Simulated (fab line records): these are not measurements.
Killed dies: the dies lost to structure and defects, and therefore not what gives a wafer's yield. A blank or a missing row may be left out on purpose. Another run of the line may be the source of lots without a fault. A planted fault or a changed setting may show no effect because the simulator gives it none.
fab line records	flow n5Finfet
record lots=6	wafers=18	lastDay=17
route steps=1938 shown BEOL_M7@1310 PASSIVATION@1936
lots that met no fault: from a run of the same line without faults
startH: the number of hours between the record's first day and the start of the first shown wafer of the lot	waitH: hours since the lot's step before	" repeats the value in the row above	L1.1+2: several wafers, shown together as one row	- no value, or no start was given	* or withheld: withheld	< > ~ a bound
route shown NAME@n: a module of which the file shows steps, and the number in the route of the first	usual: mean/standard deviation of fault-free wafers	same: alike in all rows	chamber/n: place in a boat	sites: the reading at each site	_std_site: the standard deviation of these	_edge_site: outer sites' mean less inner sites'	radiusMm: how far each site lies from the wafer's centre	mask NAME#n: copy n	behind: tool/chamber where the wafer was last shaped	hold: the reason the lot was held/the length of the hold in hours/how it ended	device: transistor that didn't switch, given as n, p or np	end of line: at the end of the route, the tests of the same wafers	a step without rows: its recipe alone	killed: dies lost to structure and defects at the first sort, not the wafer's yield	map: a wafer's dies, marking killed ones x, the rest . and places with no die _
set.NAME: the run value of the setting; set.NAME@STEP: its run value at that earlier step	model.NAME: the simulator's own value behind a step, which no gauge read
certain route steps with their lots: each step a table, each wafer a row
services: when a tool's chamber went out of use (startH, in hours from the record's first day, below 0 if earlier), for how many hours, and the reason
## steps
# step N5_BEOL_M7_STRIP_80
# recipe chemistry=N2/H2	timeS=10	powerW=450	tempC=40	pressureMtorr=20	rfFrequencyHz=6e+07	biasPowerW=7	n2FlowSccm=200	h2FlowSccm=200
# usual drypumpMotorCurrentA=5.8/0.51	oesProductAu=0.76/0.095	rfVppV=59.1/0.8	showerheadPlenumPTorr=2.53/0.072	throttleValvePct=23.73/0.26
# same timeS=10
lot.wafer	tool	chamber	startH	waitH	drypumpMotorCurrentA	oesProductAu	rfHoursCounterH	rfVppV	showerheadPlenumPTorr	throttleValvePct
L989.3	rieDiel-05	1	-	-	6.7	0.69	232	59.3	2.50	23.85
L989.4	"	0	"	"	5.4	0.67	238	57.9	2.50	23.73
L989.6	"	3	"	"	5.6	0.70	-	60.4	2.50	24.04
L988.3	rieDiel-05	1	-	-	6.7	0.68	233	59.0	2.50	23.86
L988.4	"	0	"	"	5.4	0.67	239	59.1	2.50	23.75
L988.6	"	3	"	"	5.6	0.70	-	59.5	2.50	24.05
L992.2	rieDiel-02	1	-	-	5.9	0.89	37	59.2	2.71	23.35
L992.3	"	0	"	"	6.0	0.70	242	58.5	2.50	24.22
L992.6	"	1	"	"	5.9	0.89	-	59.9	2.71	23.34
L998.2	rieDiel-02	2	-	-	5.6	0.72	170	58.0	2.54	23.41
L998.3	"	0	"	"	6.0	0.69	250	59.6	2.50	24.24
L998.6	"	0	"	"	6.0	0.69	-	58.3	2.50	24.24
L101.2	rieDiel-05	1	-	-	6.7	0.67	251	59.8	2.49	23.85
L101.3	"	3	"	"	5.6	0.69	236	59.0	2.50	24.07
L101.5	"	1	"	"	6.7	0.67	-	58.6	2.49	23.86
L103.1	rieDiel-04	2	-	-	5.5	0.72	217	60.0	2.62	23.64
L103.2	"	0	"	"	6.1	0.68	229	58.3	2.50	23.54
L103.4	"	3	"	"	5.7	0.91	34	60.6	2.69	23.55
# step N5_BEOL_M7_OCD_MEAS_38
# usual trenchDepthNm=92.7/1.4
lot.wafer	tool	chamber	startH	waitH	trenchDepthNm
L989.3	ocd-01	-	264.74	-	93.4
L989.4	"	-	"	"	92.2
L989.6	"	-	"	"	91.0
L988.3	ocd-02	-	269.91	-	94.0
L988.4	"	-	"	"	92.0
L988.6	"	-	"	"	89.7
L992.2	ocd-02	-	279.25	-	93.8
L992.3	"	-	"	"	90.6
L992.6	"	-	"	"	92.3
L998.2	ocd-02	-	302.55	-	93.1
L998.3	"	-	"	"	92.1
L998.6	"	-	"	"	92.1
L101.2	ocd-01	-	331.44	-	93.6
L101.3	"	-	"	"	91.0
L101.5	"	-	"	"	94.3
L103.1	ocd-02	-	338.35	-	92.2
L103.2	"	-	"	"	92.4
L103.4	"	-	"	"	94.3
# step N5_BEOL_M7_HM_STRIP_39
# recipe chemistry=peroxideTinStrip	material=TiN	targetDepthA=250	tempC=50	timeS=158
# step N5_BEOL_M7_SRD_40
# recipe timeS=30	tempC=23	rinseLiquid=diw	dry=ipaMarangoni
# step N5_BEOL_M7_PRECLEAN_42
# recipe chemistry=residueRemover	timeS=60	tempC=40
# step N5_BEOL_M7_SRD_43
# recipe timeS=30	tempC=23	rinseLiquid=diw	dry=ipaMarangoni
# step N5_BEOL_M7_CD_MEAS_35
# recipe targetCdNm=40	polarity=opening
# usual cdNm=40.0/0.47
lot.wafer	tool	chamber	startH	waitH	cdNm
L989.3	cdSem-02	-	264.90	0.0	39.4
L989.4	"	-	"	"	40.0
L989.6	"	-	"	"	39.2
L988.3	cdSem-03	-	270.06	0.0	39.9
L988.4	"	-	"	"	39.9
L988.6	"	-	"	"	39.7
L992.2	cdSem-02	-	279.41	0.0	40.8
L992.3	"	-	"	"	40.0
L992.6	"	-	"	"	40.1
L998.2	cdSem-01	-	302.72	0.0	39.7
L998.3	"	-	"	"	40.3
L998.6	"	-	"	"	39.9
L101.2	cdSem-03	-	331.59	0.0	40.3
L101.3	"	-	"	"	40.6
L101.5	"	-	"	"	39.8
L103.1	cdSem-02	-	338.54	0.0	40.6
L103.2	"	-	"	"	40.1
L103.4	"	-	"	"	41.0
# step N5_BEOL_M7_CURE_75
# recipe tempC=370	timeS=120	ambient=DMADMS/He	material=SiCOH_lowk
# step N5_BEOL_M7_DEGAS_44
# recipe ambient=vacuum	tempC=250	timeS=60
# usual heaterPowerW=313/28
# same timeS=60
lot.wafer	tool	chamber	startH	waitH	heaterPowerW
L989.3	pvdSputter-01	-	265.35	0.2	303
L989.4	"	-	"	"	306
L989.6	"	-	"	"	261
L988.3	pvdSputter-03	-	270.75	0.5	330
L988.4	"	-	"	"	316
L988.6	"	-	"	"	340
L992.2	pvdSputter-01	-	280.01	0.5	294
L992.3	"	-	"	"	307
L992.6	"	-	"	"	298
L998.2	pvdSputter-01	-	303.34	0.5	306
L998.3	"	-	"	"	290
L998.6	"	-	"	"	303
L101.2	pvdSputter-02	-	332.00	0.3	302
L101.3	"	-	"	"	362
L101.5	"	-	"	"	359
L103.1	pvdSputter-01	-	338.94	0.3	292
L103.2	"	-	"	"	300
L103.4	"	-	"	"	305
# step N5_BEOL_M7_PRE_CLEAN_45
# recipe gas=H2/He	timeS=30	tempC=250
# usual heaterPowerW=313/27
# same timeS=30
lot.wafer	tool	chamber	startH	waitH	heaterPowerW
L989.3	pvdSputter-01	-	265.39	0.0	312
L989.4	"	-	"	"	295
L989.6	"	-	"	"	248
L988.3	pvdSputter-03	-	270.79	0.0	328
L988.4	"	-	"	"	319
L988.6	"	-	"	"	346
L992.2	pvdSputter-01	-	280.05	0.0	303
L992.3	"	-	"	"	309
L992.6	"	-	"	"	300
L998.2	pvdSputter-01	-	303.38	0.0	298
L998.3	"	-	"	"	294
L998.6	"	-	"	"	300
L101.2	pvdSputter-02	-	332.04	0.0	302
L101.3	"	-	"	"	360
L101.5	"	-	"	"	362
L103.1	pvdSputter-01	-	338.98	0.0	292
L103.2	"	-	"	"	305
L103.4	"	-	"	"	309
# step N5_BEOL_M7_ALD_77
# recipe material=TaN	targetThkA=20	tempC=275	aldPrecursorFamily=PDMAT	aldCoReactant=NH3	pressureTorr=3	carrierFlowSccm=1500	pulseTimeS=2	purgeTimeS=3	coReactantPurgeTimeS=2	coReactantPulseTimeS=3	aldCycles=40	precursorVesselTempC=75	precursorVesselPressureTorr=26.25	precursorVesselCarrierSccm=1000
# step N5_BEOL_M7_SURFACE_TREAT_79
# recipe gas=Ar	timeS=*	ionEnergyEv=*	ionCurrentMaCm2=0.5	pressureMtorr=*	arFlowSccm=30
# step N5_BEOL_M7_CVD_78
# recipe material=Co	targetThkA=20	tempC=withheld	precursor=CCTBA/H2	pressureTorr=30	timeS=142.3
# same timeS=142.3
lot.wafer	tool	chamber	startH	waitH
L989.3+4+6	cvdCo-02	2,1,0	265.96	0.1
L988.3+4+6	cvdCo-01	1,0,2	271.23	0.0
L992.2+3+6	cvdCo-02	1,0,1	280.48	0.0
L992.2+3+6	cvdCo-02	1,0,1	280.76	0.2
L998.2+3+6	cvdCo-02	2,1,1	303.98	0.0
L998.2+3+6	cvdCo-02	2,1,1	304.33	0.3
L101.2+3+5	cvdCo-01	0	334.23	0.1
L103.1+2+4	cvdCo-02	2,0,0	339.73	0.3
# step N5_BEOL_M7_SPUTTER_48
# recipe material=Cu	targetThkA=100	tempC=-20	biasV=60	powerW=26000	chamberPressurePa=0.13	timeS=1.667
# usual biasV=60.0/0.66	throttleValvePct=29.5/0.75
# same timeS=1.667
lot.wafer	tool	chamber	startH	waitH	biasV	throttleValvePct
L989.3	pvdSputter-02	-	267.75	1.7	58.8	29.2
L989.4	"	-	"	"	60.0	30.4
L989.6	"	-	"	"	60.6	30.4
L988.3	pvdSputter-01	-	271.57	0.3	60.6	29.6
L988.4	"	-	"	"	60.2	28.7
L988.6	"	-	"	"	59.1	29.7
L992.2	pvdSputter-02	-	280.88	0.1	59.7	29.2
L992.3	"	-	"	"	58.4	30.1
L992.6	"	-	"	"	59.9	29.3
L998.2	pvdSputter-01	-	304.52	0.1	59.0	30.5
L998.3	"	-	"	"	58.1	29.8
L998.6	"	-	"	"	59.7	28.7
L101.2	pvdSputter-02	-	334.48	0.2	59.4	29.7
L101.3	"	-	"	"	59.4	30.3
L101.5	"	-	"	"	61.2	28.8
L103.1	pvdSputter-02	-	339.86	0.1	60.6	28.1
L103.2	"	-	"	"	59.6	29.2
L103.4	"	-	"	"	59.7	30.6
# step N5_BEOL_M7_ECD_50
# recipe material=Cu	targetThkA=3000
# step N5_BEOL_M7_ANNEAL_51
# recipe tempC=225	timeS=90	ambient=N2
# usual wafer_temp_C_max=226.1/0.3
# same timeS=90
lot.wafer	tool	chamber	startH	waitH	wafer_temp_C_max
L989.3	rtpAnneal-01	0	268.14	0.2	225.7
L989.4	"	0	"	"	226.0
L989.6	"	0	"	"	225.7
L988.3	rtpAnneal-01	0	271.90	0.1	226.0
L988.4	"	0	"	"	225.4
L988.6	"	0	"	"	225.8
L992.2	rtpAnneal-02	0	281.13	0.1	226.6
L992.3	"	0	"	"	226.6
L992.6	"	0	"	"	226.5
L998.2	rtpAnneal-02	0	304.78	0.1	226.4
L998.3	"	0	"	"	226.3
L998.6	"	0	"	"	226.2
L101.2	rtpAnneal-02	0	334.76	0.1	226.2
L101.3	"	0	"	"	226.5
L101.5	"	0	"	"	226.3
L103.1	rtpAnneal-02	0	340.08	0.1	226.2
L103.2	"	0	"	"	226.4
L103.4	"	0	"	"	226.3
# step N5_BEOL_M7_CMP_52
# recipe stopOn=SiCOH_lowk	tOverpolishS=6.9	downForcePsi=1	platenRpm=50	clearingPlatenDownForcePsi=1.5	clearingPlatenRpm=50	postCmpClean=cuAlkaline	targetThkNm=80	clearingPlatenPadVelocityMS=0.99484	padVelocityMS=0.99484
# usual barrierFieldEndpointS=29.0/0.64	motorCurrentA=5.8/0.86	overpolishRunS=6.900/0.0081	retainingRingPressureFrac=1.000/0.0051	timeToEndpointS=63.1/2.9
lot.wafer	tool	chamber	startH	waitH	barrierFieldEndpointS	motorCurrentA	overpolishRunS	retainingRingPressureFrac	timeToEndpointS
L989.3	cmp-02	3	268.34	0.2	28.3	5.7	6.908	1.001	64.7
L989.4	"	0	"	"	28.7	5.2	6.918	0.996	60.9
L989.6	"	3	"	"	30.2	6.1	6.897	1.007	67.1
L988.4	cmp-04	0	272.11	0.1	29.8	6.3	6.901	0.996	62.7
L988.3	"	1	"	"	29.3	5.6	6.890	1.006	61.1
L988.6	"	1	"	"	29.0	5.5	6.909	0.996	60.9
L992.2	cmp-02	2	281.40	0.2	31.0	6.9	6.910	0.991	60.8
L992.3	"	1	"	"	31.9	7.0	6.901	1.008	63.0
L992.6	"	2	"	"	31.3	6.7	6.891	0.990	59.5
L998.3	cmp-04	2	305.07	0.2	31.0	5.2	6.896	1.008	67.0
L998.2	"	3	"	"	31.8	5.3	6.913	1.002	69.1
L998.6	"	2	"	"	31.7	5.3	6.888	1.003	66.9
L101.3	cmp-04	1	335.10	0.2	29.5	5.1	6.894	1.000	64.6
L101.2	"	2	"	"	28.4	5.0	6.897	0.995	62.5
L101.5	"	0	"	"	29.3	6.7	6.896	1.009	64.4
L103.2	cmp-02	2	340.37	0.2	28.3	7.2	6.912	0.998	62.2
L103.4	"	3	"	"	29.3	5.5	6.911	1.003	61.5
L103.1	"	1	"	"	28.6	7.2	6.879	1.001	58.3
# step N5_BEOL_M7_THK_MEAS_53
# recipe thkMeasGauge=xrf	reads=Cu_of_BEOL_M7_ECD_50
# usual M7_THK=80.5/1.9
lot.wafer	tool	chamber	startH	waitH	M7_THK[nm]
L989.3	filmMetro-01	-	268.64	-	83.1
L989.4	"	-	"	"	80.1
L989.6	"	-	"	"	78.2
L988.3	filmMetro-01	-	272.40	-	80.5
L988.4	"	-	"	"	80.3
L988.6	"	-	"	"	76.3
L992.2	filmMetro-01	-	281.70	-	80.0
L992.3	"	-	"	"	75.7
L992.6	"	-	"	"	80.2
L998.2	filmMetro-02	-	305.33	-	81.5
L998.3	"	-	"	"	78.1
L998.6	"	-	"	"	79.2
L101.2	filmMetro-01	-	335.32	-	83.6
L101.3	"	-	"	"	78.7
L101.5	"	-	"	"	83.4
L103.1	filmMetro-01	-	340.67	-	79.9
L103.2	"	-	"	"	80.1
L103.4	"	-	"	"	82.2
# step N5_PASSIVATION_PROBE_49
# usual defectLimitedYield=91.1/1.4	killed_at_M0_to_M3=33/10	killed_at_M4_up=15/5.8	killedAtContacts=13/5.9	killedAtFrontEnd=39/11	killedAtOther=4/3.6	killedDies=105/16	killedOpen=68/11	killedShort=34/7.8	sort_bin_5_function=5.2/0.88	sort_bin_6_memory=3.3/0.61	sort_bin_8_speed=0/0	sortNPass=1075/16	sortYieldPct=91.1/1.4
# same grossDies=1180	killedAtBackSide=0	sort_bin_4_leakage[%]=0
lot.wafer	tool	chamber	startH	waitH	defectLimitedYield[%]	killed_at_M0_to_M3	killed_at_M4_up	killedAtContacts	killedAtFrontEnd	killedAtOther	killedDies	killedOpen	killedShort	sort_bin_5_function[%]	sort_bin_6_memory[%]	sort_bin_8_speed[%]	sortNPass	sortYieldPct[%]
L988.3	prober-01	-	345.53	0.1	91.9	43	19	9	24	1	96	65	29	4.4	3.5	0	1084	91.9
L988.4	prober-01	-	345.58	0.2	91.7	23	23	6	41	5	98	63	34	4.7	3.5	0	1082	91.7
L988.6	prober-01	-	345.68	0.3	90.6	44	18	8	39	2	111	69	39	5.1	4.0	0	1069	90.6
L989.3	prober-01	-	347.50	0.1	90.4	37	6	22	48	0	113	77	32	5.2	4.1	0	1067	90.4
L989.4	prober-01	-	347.55	0.2	89.1	59	6	7	55	2	129	69	54	5.4	4.2	0	1051	89.1
L989.6	prober-01	-	347.65	0.3	90.1	36	7	18	50	6	117	80	34	5.3	4.1	0	1063	90.1
L992.2	prober-02	-	353.85	0.1	89.3	45	18	8	41	14	126	78	44	6.0	4.2	0	1054	89.3
L992.3	prober-02	-	353.90	0.1	91.5	30	19	11	38	2	100	70	27	4.6	3.3	0.08	1080	91.5
L992.6	prober-02	-	354.05	0.3	91.0	35	17	16	33	5	106	66	37	5.8	2.9	0	1074	91.0
L998.2	prober-01	-	381.74	0.1	88.6	27	18	21	64	5	135	84	50	6.8	4.2	0	1045	88.6
L998.3	prober-01	-	381.79	0.1	90.2	33	17	11	45	10	116	82	30	5.4	3.6	0	1064	90.2
L998.6	prober-01	-	381.94	0.3	90.6	35	17	12	37	10	111	78	30	5.8	3.2	0	1069	90.6
L101.2	prober-02	-	408.46	0.1	89.8	25	17	22	55	1	120	83	36	6.1	3.6	0	1060	89.8
L101.3	prober-02	-	408.51	0.1	89.3	28	15	17	65	1	126	87	37	6.6	3.7	0	1054	89.3
L101.5	prober-02	-	408.61	0.2	89.5	39	19	26	35	5	124	94	30	6.4	4.0	0	1056	89.5
L103.1	prober-01	-	414.24	0.0	91.5	28	10	11	44	7	100	63	35	5.0	3.3	0	1080	91.5
L103.2	prober-01	-	414.29	0.1	92.7	24	14	15	32	1	86	64	22	4.3	2.9	0	1094	92.7
L103.4	prober-01	-	414.39	0.2	92.7	25	11	13	36	1	86	56	28	4.3	2.8	0	1094	92.7
# killed by level:class
L988.3 BEOL_M2:geometricParticle:open=17 BEOL_M0_SAQP:geometricParticle:open=8 MOL_CONTACT_COAG:geometricParticle:open=7 BEOL_M4:geometricParticle:open=7 BEOL_M2:geometricParticle:short=5 BEOL_M3:geometricParticle:open=5 FIN_SAQP:geometricParticle:open=4 BEOL_M0_SAQP:geometricParticle:short=4
L988.4 STI_FIN_REVEAL:geometricParticle:open=12 BEOL_M4:geometricParticle:open=12 GATE_CUT:geometricParticle:short=7 MOL_CONTACT_COAG:geometricParticle:open=6 BEOL_M0_SAQP:geometricParticle:short=6 FIN_SAQP:geometricParticle:short=4 DUMMY_GATE:geometricParticle:open=4 BEOL_M1:geometricParticle:short=4
L988.6 BEOL_M2:geometricParticle:open=13 FIN_SAQP:geometricParticle:short=8 BEOL_M4:geometricParticle:open=7 FIN_SAQP:geometricParticle:open=6 BEOL_M0_SAQP:geometricParticle:open=6 BEOL_M1:geometricParticle:open=6 BEOL_M3:geometricParticle:open=6 MOL_CONTACT_COAG:geometricParticle:open=5
L989.3 MOL_CONTACT_COAG:geometricParticle:open=18 STI_FIN_REVEAL:geometricParticle:open=15 BEOL_M0_SAQP:geometricParticle:open=15 FIN_SAQP:geometricParticle:short=8 GATE_CUT:geometricParticle:short=6 BEOL_M3:geometricParticle:open=5 STI_FIN_REVEAL:geometricParticle:short=4 BEOL_M0_SAQP:geometricParticle:short=4
L989.4 GATE_CUT:geometricParticle:short=18 BEOL_M0_SAQP:geometricParticle:open=16 BEOL_M0_SAQP:geometricParticle:short=13 STI_FIN_REVEAL:geometricParticle:open=10 BEOL_M1:geometricParticle:open=10 FIN_SAQP:geometricParticle:short=9 FIN_SAQP:geometricParticle:open=7 BEOL_M3:geometricParticle:open=7
L989.6 MOL_CONTACT_COAG:geometricParticle:open=16 STI_FIN_REVEAL:geometricParticle:open=12 BEOL_M3:geometricParticle:open=9 BEOL_M0_SAQP:geometricParticle:short=8 FIN_SAQP:geometricParticle:open=7 BEOL_M0_SAQP:geometricParticle:open=7 DUMMY_GATE:geometricParticle:open=6 FIN_SAQP:geometricParticle:short=5
L992.2 BEOL_M2:geometricParticle:open=16 DUMMY_GATE:geometricParticle:open=8 BEOL_M4:geometricParticle:open=8 BEOL_M2:geometricParticle:short=7 FIN_SAQP:geometricParticle:open=6 FIN_SAQP:geometricParticle:short=6 MOL_CONTACT_COAG:geometricParticle:open=6 PASS1_DEP:geometricParticle:open=6
L992.3 BEOL_M4:geometricParticle:open=10 STI_FIN_REVEAL:geometricParticle:open=9 MOL_CONTACT_COAG:geometricParticle:open=9 BEOL_M2:geometricParticle:open=9 BEOL_M1:geometricParticle:open=7 FIN_SAQP:geometricParticle:short=5 DUMMY_GATE:geometricParticle:open=4 BEOL_M0_SAQP:geometricParticle:short=4
L992.6 MOL_CONTACT_COAG:geometricParticle:open=11 BEOL_M4:geometricParticle:open=10 FIN_SAQP:geometricParticle:short=8 GATE_CUT:geometricParticle:short=6 BEOL_M1:geometricParticle:open=6 BEOL_M2:geometricParticle:open=6 BEOL_M3:geometricParticle:open=5 DUMMY_GATE:geometricParticle:open=4
L998.2 FIN_SAQP:geometricParticle:short=17 MOL_CONTACT_COAG:geometricParticle:open=13 BEOL_M3:geometricParticle:open=10 STI_FIN_REVEAL:geometricParticle:open=10 FIN_SAQP:geometricParticle:open=9 DUMMY_GATE:geometricParticle:open=7 GATE_CUT:geometricParticle:short=7 MOL_CONTACT_COAG:geometricParticle:short=7
L998.3 FIN_SAQP:geometricParticle:open=15 FIN_SAQP:geometricParticle:short=10 BEOL_M1:geometricParticle:open=9 STI_FIN_REVEAL:geometricParticle:open=8 MOL_CONTACT_COAG:geometricParticle:open=8 BEOL_M4:geometricParticle:open=7 BEOL_M0_SAQP:geometricParticle:open=6 BEOL_M0_SAQP:geometricParticle:short=5
L998.6 MOL_CONTACT_COAG:geometricParticle:open=11 BEOL_M1:geometricParticle:open=10 FIN_SAQP:geometricParticle:open=7 BEOL_M3:geometricParticle:open=7 GATE_CUT:geometricParticle:open=6 BEOL_M0_SAQP:geometricParticle:short=6 BEOL_M8:geometricParticle:open=6 FIN_SAQP:geometricParticle:short=4
L101.2 FIN_SAQP:geometricParticle:open=19 MOL_CONTACT_COAG:geometricParticle:open=18 BEOL_M0_SAQP:geometricParticle:open=7 BEOL_M3:geometricParticle:open=7 BEOL_M6:geometricParticle:open=7 FIN_SAQP:geometricParticle:short=6 DUMMY_GATE:geometricParticle:open=6 BEOL_M0_SAQP:geometricParticle:short=6
L101.3 FIN_SAQP:geometricParticle:open=22 MOL_CONTACT_COAG:geometricParticle:open=14 BEOL_M3:geometricParticle:open=9 FIN_SAQP:geometricParticle:short=8 DUMMY_GATE:geometricParticle:open=7 STARTING-WAFER:geometricParticle:short=6 ILD0:geometricParticle:short=6 BEOL_M4:geometricParticle:open=5
L101.5 MOL_CONTACT_COAG:geometricParticle:open=23 BEOL_M2:geometricParticle:open=13 BEOL_M1:geometricParticle:open=9 BEOL_M4:geometricParticle:open=9 FIN_SAQP:geometricParticle:short=5 FIN_SAQP:geometricParticle:open=5 GATE_CUT:geometricParticle:open=5 BEOL_M5:geometricParticle:open=5
L103.1 STI_FIN_REVEAL:geometricParticle:open=15 MOL_CONTACT_COAG:geometricParticle:open=10 BEOL_M0_SAQP:geometricParticle:short=8 GATE_CUT:geometricParticle:short=6 STARTING-WAFER:geometricParticle:short=6 BEOL_M5:geometricParticle:open=5 BEOL_M0:geometricParticle:open=4 BEOL_M2:geometricParticle:open=4
L103.2 MOL_CONTACT_COAG:geometricParticle:open=13 STI_FIN_REVEAL:geometricParticle:open=7 BEOL_M1:geometricParticle:open=7 FIN_SAQP:geometricParticle:open=6 BEOL_M3:geometricParticle:open=6 FIN_SAQP:geometricParticle:short=5 BEOL_M4:geometricParticle:open=5 BEOL_M3:geometricParticle:short=5
L103.4 MOL_CONTACT_COAG:geometricParticle:open=10 BEOL_M1:geometricParticle:open=10 STARTING-WAFER:geometricParticle:open=7 GATE_CUT:geometricParticle:short=6 STI_FIN_REVEAL:geometricParticle:open=5 FIN_SAQP:geometricParticle:short=4 FIN_SAQP:geometricParticle:open=4 GATE_CUT:geometricParticle:open=4
## services
tool	chamber	startH	hours	kind
cmp-02	-	244.44	0.2	repair
cmp-02	-	255.96	2.2	repair
rieDiel-02	3	267.45	4.0	repair
cmp-02	-	271.97	4.0	pm
rieDiel-02	-	275.75	2.8	pm
cmp-02	-	275.97	-	consumableReplace:conditioner
cmp-02	-	275.97	-	consumableReplace:pad
rieDiel-02	0	303.00	-	clean
rieDiel-02	0	303.00	-	consumableReplace:focusRing
rieDiel-02	0	303.00	19.1	scheduledDown
rieDiel-02	0	303.00	19.1	ventCycle
cvdCo-02	-	306.65	3.3	repair
cvdCo-02	0	318.60	4.8	repair
rieDiel-05	0	325.56	-	clean
rieDiel-05	0	325.56	-	consumableReplace:focusRing
rieDiel-05	0	325.56	16.5	scheduledDown
rieDiel-05	0	325.56	16.5	ventCycle
cvdCo-01	1	333.33	-	clean
cvdCo-01	1	333.33	22.0	scheduledDown
cvdCo-01	1	333.33	22.0	ventCycle
## key
firstSign step=N5_BEOL_M7_CVD_78	reading=visit	direction=added
effect step=N5_BEOL_M7_CMP_52	reading=barrierFieldEndpointS	direction=up	sigmas=3.8	usual=29.0	struck=31.5
metAt N5_BEOL_M7_CVD_78
struckWafers L992.2,L992.3,L992.6,L998.2,L998.3,L998.6
fault kind=repeatedStepWhole	tool=cvdCo-01,cvdCo-02	chamber=-	onsetH=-	steps=N5_BEOL_M7_CVD_78	times=1	scope=struckLotsOnly
